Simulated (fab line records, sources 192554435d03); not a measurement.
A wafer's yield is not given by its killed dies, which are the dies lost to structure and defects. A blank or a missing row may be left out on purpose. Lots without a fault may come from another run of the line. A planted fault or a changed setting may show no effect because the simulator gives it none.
Struck lot and sound lot, side by side ; flow n5 finfet ; 34 steps out of a route of 1938
Sound: these wafers, L490.3, L490.5, L490.6. Struck: wafers L479.2, L479.5. (L479.4 of the same lot was not struck and is left out.) The cause comes at the end.
Per side, at each step with rows, come the tool, then ch with its chambers, and then its first start. Under that, the readings that differ: sound wafers ; struck wafers ; difference of the means ; sigmas: that difference in standard deviations of wafers without a fault.
alike: a reading whose means differ by less than 2 such deviations, as well as words and numbers matching on both sides. not compared: withheld readings; readings where some wafer has no value; bounds like >300 that might hide an equal value; numbers whose values overlap and for which the record gives no deviation.
A row with sigmas, a row that says differs or no value, or rows on one side alone: a step with any of these is where the two part. Numbers that don't overlap but have no deviation are shown without sigmas and don't part them. Lack of a reading on every wafer of one side parts them only where that side has two or more wafers.

first, 8 steps without rows for these wafers: N5_BEOL_M5_CMP_52 (polishes, stops on SiCOH lowk, t overpolish 6.9 s, target thk 62 nm); N5_BEOL_M5_PRE_CLEAN_77 (time 15 s); N5_BEOL_M5_CO_CAP_78 (material Co, precursor CCTBA/H2, target thk 2 nm, time 102.1 s); N5_BEOL_M5_PRE_CLEAN_55 (time 15 s); N5_BEOL_M5_DEP_56 (deposits SiCN from 3MS/NH3, target thk 8 nm, time 14 s); N5_BEOL_M6_ILD_DEP_00 (deposits SiCOH lowk from DEMS/porogen, target thk 179.75 nm, time 33.4 s); N5_BEOL_M6_CURE_74 (cures SiCOH lowk, time 240 s); N5_BEOL_M6_PECVD_70 (deposits SiO2 from TEOS/O2, target thk 20 nm, time 22.7 s).
N5_BEOL_M6_HM_DEP_02: deposits TiN, target thk 20 nm.
  struck on pvd sputter-01, day 11 04:32; sound on pvd sputter-03, day 14 03:53
reading;sound;struck;difference;sigmas
model.TiN_of_BEOL_M6_HM_DEP_02.thk nm (nm);20.2 20 19.8;7.2 7.2;-12.8;
  alike: throttle valve pct
then, 13 steps without rows for these wafers: N5_BEOL_M6_COAT_59 (time 60 s, resist thk 100 nm); N5_BEOL_M6_COAT_60 (time 60 s, resist thk 35 nm); N5_BEOL_M6_COAT_05 (resist thk 90 nm); N5_BEOL_M6_EBR_07; N5_BEOL_M6_SOFTBAKE_06 (time 60 s); N5_BEOL_M6_EXPOSE_08 (exposes mask M6); N5_BEOL_M6_PEB_09 (peb time 60 s); N5_BEOL_M6_DEVELOP_10 (develop time 30 s); N5_BEOL_M6_DESCUM_16 (chemistry O2, time 7.9 s); N5_BEOL_M6_ETCH_61 (etches SiARC in CF4, target depth 45.5 nm, time 75.8 s); N5_BEOL_M6_ETCH_62 (etches SOC in N2/H2, target depth 110 nm, overetch 22 nm, time 165 s); N5_BEOL_M6_STRIP_68 (strips in N2/H2); N5_BEOL_M6_STRIP_67 (strips in CF4).
N5_BEOL_M6_HM_OPEN_17: chemistry Cl2/BCl3, target TiN, target depth 20 nm, overetch 6 nm.
  sound on rie metal-02 ch 1, day 14 04:48; struck on rie metal-02 ch 0,1, day 11 05:16
reading;sound;struck;difference;sigmas
oes product au (a.u.);0.71 0.70 0.71;0.35 0.49;-0.29;-4
throttle valve pct (%);22.08 22.08 22.08;22.87 22.47;+0.59;+3
model.etch.depth nm (nm);20.12 19.93 19.85;7.199 7.283;-12.726;
  alike: drypump motor current A, mfc cl2 sccm, rf fwd power W
  not compared: rf hours counter h
then, 10 steps without rows for these wafers: N5_BEOL_M6_STRIP_19 (strips in O2); N5_BEOL_M6_COAT_63 (time 60 s, resist thk 60 nm); N5_BEOL_M6_COAT_64 (time 60 s, resist thk 12 nm); N5_BEOL_M6_COAT_71 (time 60 s, resist thk 5 nm); N5_BEOL_M6_COAT_22 (resist thk 30 nm); N5_BEOL_M6_EBR_24; N5_BEOL_M6_SOFTBAKE_23 (time 60 s); N5_BEOL_M6_EXPOSE_25 (exposes mask V5, target cd 40 nm); N5_BEOL_M6_PEB_26 (peb time 60 s); N5_BEOL_M6_DEVELOP_27 (develop time 30 s).
N5_BEOL_M6_TRENCH_ETCH_37: etches SiCOH lowk in C4F6/O2, target depth 94.435 nm, time 31.5 s.
  sound: rie diel-02 ch 2,3; struck: rie diel-02 ch 2
reading;sound;struck;difference;sigmas
model.TiN_of_BEOL_M6_HM_DEP_02.thk nm (nm);17.4 17.2 17.2;4.4 4.6;-12.8;
  alike: O2_flow_sccm, drypump motor current A, oes product au, rf fwd power W, rf vpp V, showerhead plenum p Torr, throttle valve pct
  not compared: rf hours counter h

== WHERE THEY PART ==
N5_BEOL_M6_HM_OPEN_17 only, going by this record. Later steps at which nothing parts them and some readings are alike: N5_BEOL_M6_TRENCH_ETCH_37.

WHY: what had been put in by the simulator
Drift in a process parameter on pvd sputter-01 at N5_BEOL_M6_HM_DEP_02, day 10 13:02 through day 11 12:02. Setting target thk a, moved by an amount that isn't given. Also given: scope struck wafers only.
